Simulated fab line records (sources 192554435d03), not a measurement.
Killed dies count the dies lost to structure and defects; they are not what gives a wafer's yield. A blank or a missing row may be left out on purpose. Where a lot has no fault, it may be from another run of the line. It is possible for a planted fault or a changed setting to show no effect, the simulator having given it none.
Chamber matching -- flow n5 finfet -- 4 sister chambers for N5_BEOL_M8_STRIP_36 on rie diel-01
The step strips in N2/H2. 14 wafers are shown with their chamber, then 7 later ones without.

## WAFERS PAIRED WITH THEIR CHAMBERS
wafer,chamber,showerhead plenum p Torr (Torr),throttle valve pct (%),drypump motor current A (A)
L077.1,1,2.61,23.67,5.1
L077.4,3,2.68,23.18,6.2
L077.6,3,2.68,23.20,6.1
L079.1,0,2.52,23.50,5.8
L079.3,2,2.42,23.93,4.8
L079.5,0,2.52,23.50,5.8
L080.1,2,2.42,23.93,4.8
L080.2,0,2.52,23.51,5.8
L080.4,2,2.42,23.91,4.8
L081.1,3,2.67,23.16,6.1
L081.2,2,2.42,23.93,4.8
L081.3,0,2.52,23.47,5.9
L086.2,2,2.42,23.96,4.8
L086.3,0,2.51,23.51,5.9

SIGNATURES, as means of the wafers listed above
reading,chamber 0,chamber 1,chamber 2,chamber 3,scatter within a chamber
showerhead plenum p Torr,2.5180,2.6100,2.4200,2.6767,0.00383
throttle valve pct,23.4980,23.6700,23.9320,23.1800,0.0178
drypump motor current A,5.840,5.100,4.800,6.133,0.0432
Rule: a wafer's distance from a chamber is the root of the sum, over the readings, of the square of ((its reading less the chamber's mean) divided by the reading's scatter). The wafer belongs to the nearest chamber; if the next one is less than 2 further off, it can't be placed. How the scatter is found: for the shown wafers, subtract from each reading the mean of its chamber, square and add these, divide the total by (wafers less chambers), then take the root.

## WAFERS WITHOUT THEIR CHAMBER
wafer,showerhead plenum p Torr (Torr),throttle valve pct (%),drypump motor current A (A)
L086.4,2.51,23.52,5.8
L088.1,2.41,23.94,4.8
L088.2,2.67,23.18,6.2
L088.5,2.41,23.94,4.8
L087.2,2.61,23.32,5.1
L087.4,2.67,23.21,6.2
L087.6,2.67,23.17,6.2

## THE CHAMBER EACH PASSED THROUGH
wafer,from the rows above,in truth
L086.4,0,0
L088.1,2,2
L088.2,3,3
L088.5,2,2
L087.2,1,1
L087.4,3,3
L087.6,3,3
Correctly placed: 7 of 7. Can't be placed from these rows: 0. Placed wrongly: 0.
